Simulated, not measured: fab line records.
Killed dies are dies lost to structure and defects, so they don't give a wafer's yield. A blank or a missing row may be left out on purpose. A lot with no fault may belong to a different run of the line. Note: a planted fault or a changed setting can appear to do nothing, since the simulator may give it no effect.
Which tool did it? || flow nand-harc || 72 wafers from 24 lots sampled at 3 of the route's 1302 steps

== WHAT THE GAUGES READ, wafer by wafer ==
NHARC_A_CONTACT_OVL_MEAS_09.
{"lot": "L075", "measured": "day 23 02:00", "on": "overlay-01", "overlay-x-nm (nm)": "-0.3 -0.2 0.5", "overlay-y-nm (nm)": "0.4 0.6 0.4"}
{"lot": "L074", "measured": "day 23 04:59", "on": "overlay-02", "overlay-x-nm (nm)": "-1.6 -0.8 -0.7", "overlay-y-nm (nm)": "0.2 0.0 0.7"}
{"lot": "L077", "measured": "day 23 05:35", "on": "overlay-02", "overlay-x-nm (nm)": "0.0 0.2 -0.1", "overlay-y-nm (nm)": "0.6 0.1 -0.1"}
{"lot": "L076", "measured": "day 23 07:17", "on": "overlay-02", "overlay-x-nm (nm)": "-0.4 -0.2 -0.3", "overlay-y-nm (nm)": "-1.1 -1.4 -0.9"}
{"lot": "L079", "measured": "day 23 18:31", "on": "overlay-02", "overlay-x-nm (nm)": "0.3 0.4 0.7", "overlay-y-nm (nm)": "-0.8 -1.2 -0.6"}
{"lot": "L078", "measured": "day 23 19:40", "on": "overlay-01", "overlay-x-nm (nm)": "-0.8 -0.5 -0.7", "overlay-y-nm (nm)": "-1.6 -1.0 -1.1"}
{"lot": "L080", "measured": "day 24 18:56", "on": "overlay-01", "overlay-x-nm (nm)": "0.4 0.6 0.5", "overlay-y-nm (nm)": "-0.5 0.1 -0.4"}
{"lot": "L081", "measured": "day 25 17:29", "on": "overlay-02", "overlay-x-nm (nm)": "0.6 0.4 -0.2", "overlay-y-nm (nm)": "-0.2 0.0 -0.2"}
{"lot": "L082", "measured": "day 25 22:57", "on": "overlay-02", "overlay-x-nm (nm)": "1.7 1.2 0.9", "overlay-y-nm (nm)": "-1.3 -1.5 -1.1"}
{"lot": "L083", "measured": "day 26 05:30", "on": "overlay-01", "overlay-x-nm (nm)": "0.5 1.1 0.7", "overlay-y-nm (nm)": "1.0 0.3 0.9"}
{"lot": "L086", "measured": "day 27 03:12", "on": "overlay-01", "overlay-x-nm (nm)": "0.0 -0.6 -0.2", "overlay-y-nm (nm)": "-0.8 -1.1 -1.1"}
{"lot": "L084", "measured": "day 27 06:08", "on": "overlay-01", "overlay-x-nm (nm)": "-0.8 -0.1 -0.5", "overlay-y-nm (nm)": "-1.1 -1.3 -1.0"}
{"lot": "L085", "measured": "day 27 07:54", "on": "overlay-02", "overlay-x-nm (nm)": "0.0 0.1 -0.3", "overlay-y-nm (nm)": "-0.7 -0.8 -1.0"}
{"lot": "L087", "measured": "day 28 02:20", "on": "overlay-01", "overlay-x-nm (nm)": "-0.6 -0.2 -0.7", "overlay-y-nm (nm)": "0.8 0.8 -0.1"}
{"lot": "L089", "measured": "day 28 19:20", "on": "overlay-02", "overlay-x-nm (nm)": "-0.9 -0.7 -0.8", "overlay-y-nm (nm)": "0.0 0.3 0.0"}
{"lot": "L088", "measured": "day 29 03:46", "on": "overlay-01", "overlay-x-nm (nm)": "0.8 0.1 0.4", "overlay-y-nm (nm)": "0.4 -0.7 -0.3"}
{"lot": "L090", "measured": "day 29 05:25", "on": "overlay-01", "overlay-x-nm (nm)": "-0.4 -0.5 -0.1", "overlay-y-nm (nm)": "1.3 0.5 0.8"}
{"lot": "L093", "measured": "day 30 01:11", "on": "overlay-02", "overlay-x-nm (nm)": "1.1 1.0 1.0", "overlay-y-nm (nm)": "-1.0 -1.0 -0.4"}
{"lot": "L094", "measured": "day 30 02:22", "on": "overlay-01", "overlay-x-nm (nm)": "-1.3 -1.2 -0.7", "overlay-y-nm (nm)": "1.2 0.8 1.4"}
{"lot": "L092", "measured": "day 30 05:53", "on": "overlay-01", "overlay-x-nm (nm)": "0.9 0.8 0.5", "overlay-y-nm (nm)": "-0.6 -0.4 -0.6"}
{"lot": "L091", "measured": "day 30 09:18", "on": "overlay-01", "overlay-x-nm (nm)": "0.5 0.1 0.0", "overlay-y-nm (nm)": "2.3 2.2 2.2"}
{"lot": "L095", "measured": "day 31 03:23", "on": "overlay-02", "overlay-x-nm (nm)": "0.5 0.2 -0.1", "overlay-y-nm (nm)": "-0.5 -0.5 -0.5"}
{"lot": "L097", "measured": "day 32 02:54", "on": "overlay-01", "overlay-x-nm (nm)": "-0.2 -0.1 0.0", "overlay-y-nm (nm)": "0.2 0.2 -0.3"}
{"lot": "L096", "measured": "day 32 05:05", "on": "overlay-02", "overlay-x-nm (nm)": "-1.0 -1.1 -0.8", "overlay-y-nm (nm)": "0.2 0.5 0.0"}

NHARC_A_CONTACT_INSPECT_10.
{"lot": "L075", "measured": "day 23 02:02", "on": "defect-inspect-01", "raw-defect-count": "119 126 130"}
{"lot": "L074", "measured": "day 23 05:01", "on": "defect-inspect-02", "raw-defect-count": "60 89 73"}
{"lot": "L077", "measured": "day 23 05:37", "on": "defect-inspect-02", "raw-defect-count": "100 87 90"}
{"lot": "L076", "measured": "day 23 07:19", "on": "defect-inspect-02", "raw-defect-count": "162 138 161"}
{"lot": "L079", "measured": "day 23 18:34", "on": "defect-inspect-02", "raw-defect-count": "102 101 94"}
{"lot": "L078", "measured": "day 23 19:43", "on": "defect-inspect-02", "raw-defect-count": "30 29 25"}
{"lot": "L080", "measured": "day 24 18:59", "on": "defect-inspect-02", "raw-defect-count": "113 119 91"}
{"lot": "L081", "measured": "day 25 17:31", "on": "defect-inspect-02", "raw-defect-count": "103 79 99"}
{"lot": "L082", "measured": "day 25 22:59", "on": "defect-inspect-02", "raw-defect-count": "89 78 91"}
{"lot": "L083", "measured": "day 26 05:32", "on": "defect-inspect-02", "raw-defect-count": "81 83 87"}
{"lot": "L086", "measured": "day 27 03:14", "on": "defect-inspect-02", "raw-defect-count": "45 50 36"}
{"lot": "L084", "measured": "day 27 06:10", "on": "defect-inspect-01", "raw-defect-count": "54 53 56"}
{"lot": "L085", "measured": "day 27 07:56", "on": "defect-inspect-02", "raw-defect-count": "64 67 53"}
{"lot": "L087", "measured": "day 28 02:22", "on": "defect-inspect-02", "raw-defect-count": "138 157 152"}
{"lot": "L089", "measured": "day 28 19:22", "on": "defect-inspect-02", "raw-defect-count": "155 160 138"}
{"lot": "L088", "measured": "day 29 03:47", "on": "defect-inspect-02", "raw-defect-count": "39 33 23"}
{"lot": "L090", "measured": "day 29 05:28", "on": "defect-inspect-02", "raw-defect-count": "83 68 76"}
{"lot": "L093", "measured": "day 30 01:14", "on": "defect-inspect-02", "raw-defect-count": "102 89 114"}
{"lot": "L094", "measured": "day 30 02:24", "on": "defect-inspect-01", "raw-defect-count": "81 64 91"}
{"lot": "L092", "measured": "day 30 05:55", "on": "defect-inspect-02", "raw-defect-count": "90 125 121"}
{"lot": "L091", "measured": "day 30 09:20", "on": "defect-inspect-02", "raw-defect-count": "74 70 86"}
{"lot": "L095", "measured": "day 31 03:26", "on": "defect-inspect-02", "raw-defect-count": "66 59 76"}
{"lot": "L097", "measured": "day 32 02:56", "on": "defect-inspect-01", "raw-defect-count": "123 134 135"}
{"lot": "L096", "measured": "day 32 05:07", "on": "defect-inspect-01", "raw-defect-count": "129 126 134"}

== WHAT TOOL EACH LOT RAN ON (gives the tool, then ch and the chambers of the sampled wafers, and finally the start) ==
{"lot": "L075", "NHARC_A_CONTACT_DEP_85": "pecvd-03 ch 0,1,2, day 23 01:19"}
{"lot": "L074", "NHARC_A_CONTACT_DEP_85": "pecvd-03 ch 0,1,2, day 23 04:15"}
{"lot": "L077", "NHARC_A_CONTACT_DEP_85": "pecvd-02 ch 1,2, day 23 04:57"}
{"lot": "L076", "NHARC_A_CONTACT_DEP_85": "pecvd-03 ch 1,2, day 23 06:28"}
{"lot": "L079", "NHARC_A_CONTACT_DEP_85": "pecvd-02 ch 1,2, day 23 17:45"}
{"lot": "L078", "NHARC_A_CONTACT_DEP_85": "pecvd-04 ch 0,1, day 23 18:52"}
{"lot": "L080", "NHARC_A_CONTACT_DEP_85": "pecvd-03 ch 0,1,2, day 24 18:20"}
{"lot": "L081", "NHARC_A_CONTACT_DEP_85": "pecvd-03 ch 0,1, day 25 16:41"}
{"lot": "L082", "NHARC_A_CONTACT_DEP_85": "pecvd-03 ch 0,1,2, day 25 22:08"}
{"lot": "L083", "NHARC_A_CONTACT_DEP_85": "pecvd-04 ch 0,1,2, day 26 04:41"}
{"lot": "L086", "NHARC_A_CONTACT_DEP_85": "pecvd-03 ch 0,1, day 27 02:25"}
{"lot": "L084", "NHARC_A_CONTACT_DEP_85": "pecvd-03 ch 0,1,2, day 27 05:19"}
{"lot": "L085", "NHARC_A_CONTACT_DEP_85": "pecvd-02 ch 0,2, day 27 07:07"}
{"lot": "L087", "NHARC_A_CONTACT_DEP_85": "pecvd-02 ch 0,1,2, day 28 01:43"}
{"lot": "L089", "NHARC_A_CONTACT_DEP_85": "pecvd-04 ch 0,1,2, day 28 18:30"}
{"lot": "L088", "NHARC_A_CONTACT_DEP_85": "pecvd-04 ch 0,1,2, day 29 02:57"}
{"lot": "L090", "NHARC_A_CONTACT_DEP_85": "pecvd-02 ch 1,2, day 29 04:40"}
{"lot": "L093", "NHARC_A_CONTACT_DEP_85": "pecvd-04 ch 0,2, day 30 00:23"}
{"lot": "L094", "NHARC_A_CONTACT_DEP_85": "pecvd-04 ch 0,1,2, day 30 01:43"}
{"lot": "L092", "NHARC_A_CONTACT_DEP_85": "pecvd-02 ch 0,2, day 30 05:04"}
{"lot": "L091", "NHARC_A_CONTACT_DEP_85": "pecvd-04 ch 0,1,2, day 30 08:37"}
{"lot": "L095", "NHARC_A_CONTACT_DEP_85": "pecvd-02 ch 0,1,2, day 31 02:40"}
{"lot": "L097", "NHARC_A_CONTACT_DEP_85": "pecvd-03 ch 0,1, day 32 02:14"}
{"lot": "L096", "NHARC_A_CONTACT_DEP_85": "pecvd-02 ch 1,2, day 32 04:16"}
- NHARC_A_CONTACT_DEP_85: deposits SiON, target thk 60 nm.

== WHAT THE TOOLS THEMSELVES READ (means of the sampled wafers that have a number; where no wafer has one, the mark that the record gives instead) ==
NHARC_A_CONTACT_DEP_85.
{"lot": "L075", "tool": "pecvd-03", "heater-power-w (W)": 701, "showerhead-vpp-V (V)": 1145}
{"lot": "L074", "tool": "pecvd-03", "heater-power-w (W)": 696, "showerhead-vpp-V (V)": 1150}
{"lot": "L077", "tool": "pecvd-02", "heater-power-w (W)": 801, "showerhead-vpp-V (V)": 1112}
{"lot": "L076", "tool": "pecvd-03", "heater-power-w (W)": 708, "showerhead-vpp-V (V)": 1128}
{"lot": "L079", "tool": "pecvd-02", "heater-power-w (W)": 823, "showerhead-vpp-V (V)": 1120}
{"lot": "L078", "tool": "pecvd-04", "heater-power-w (W)": 716, "showerhead-vpp-V (V)": 1111}
{"lot": "L080", "tool": "pecvd-03", "heater-power-w (W)": 709, "showerhead-vpp-V (V)": 1140}
{"lot": "L081", "tool": "pecvd-03", "heater-power-w (W)": 714, "showerhead-vpp-V (V)": 1167}
{"lot": "L082", "tool": "pecvd-03", "heater-power-w (W)": 681, "showerhead-vpp-V (V)": 1134}
{"lot": "L083", "tool": "pecvd-04", "heater-power-w (W)": 760, "showerhead-vpp-V (V)": 1157}
{"lot": "L086", "tool": "pecvd-03", "heater-power-w (W)": 699, "showerhead-vpp-V (V)": 1168}
{"lot": "L084", "tool": "pecvd-03", "heater-power-w (W)": 620, "showerhead-vpp-V (V)": 1144}
{"lot": "L085", "tool": "pecvd-02", "heater-power-w (W)": 725, "showerhead-vpp-V (V)": 1150}
{"lot": "L087", "tool": "pecvd-02", "heater-power-w (W)": 714, "showerhead-vpp-V (V)": 1149}
{"lot": "L089", "tool": "pecvd-04", "heater-power-w (W)": 725, "showerhead-vpp-V (V)": 1150}
{"lot": "L088", "tool": "pecvd-04", "heater-power-w (W)": 800, "showerhead-vpp-V (V)": 1146}
{"lot": "L090", "tool": "pecvd-02", "heater-power-w (W)": 728, "showerhead-vpp-V (V)": 1113}
{"lot": "L093", "tool": "pecvd-04", "heater-power-w (W)": 828, "showerhead-vpp-V (V)": 1186}
{"lot": "L094", "tool": "pecvd-04", "heater-power-w (W)": 756, "showerhead-vpp-V (V)": 1146}
{"lot": "L092", "tool": "pecvd-02", "heater-power-w (W)": 711, "showerhead-vpp-V (V)": 1138}
{"lot": "L091", "tool": "pecvd-04", "heater-power-w (W)": 746, "showerhead-vpp-V (V)": 1156}
{"lot": "L095", "tool": "pecvd-02", "heater-power-w (W)": 747, "showerhead-vpp-V (V)": 1137}
{"lot": "L097", "tool": "pecvd-03", "heater-power-w (W)": 694, "showerhead-vpp-V (V)": 1157}
{"lot": "L096", "tool": "pecvd-02", "heater-power-w (W)": 694, "showerhead-vpp-V (V)": 1117}

== THE ANSWER, worked out from the rows above alone ==
Rule: the usual values come from the lots themselves. Put in order of their means at a reading, lots are off if they are a third of the lots or fewer, leave a main group of 4 or more, and stand apart from it by a gap of 3 or more times the standard deviation of the main group's means; of several such gaps the widest counts. A main group whose means are all the same, to the digits that the tables above print for the reading, isn't used. A lot without any number at a reading at which 4 lots or more have one is off too. Where the step has rows for the other lots, those lots are counted as sound. First the gauges in route order, then the tools' own readings, where a lot's mean is used as printed above. At the first step where some lot is off, the reading lying furthest off is the one used; lots without a number count as furthest.
Across all readings shown, no lot is off: no conclusion can be drawn from this.

== WHAT HAD BEEN PUT IN BY THE SIMULATOR ==
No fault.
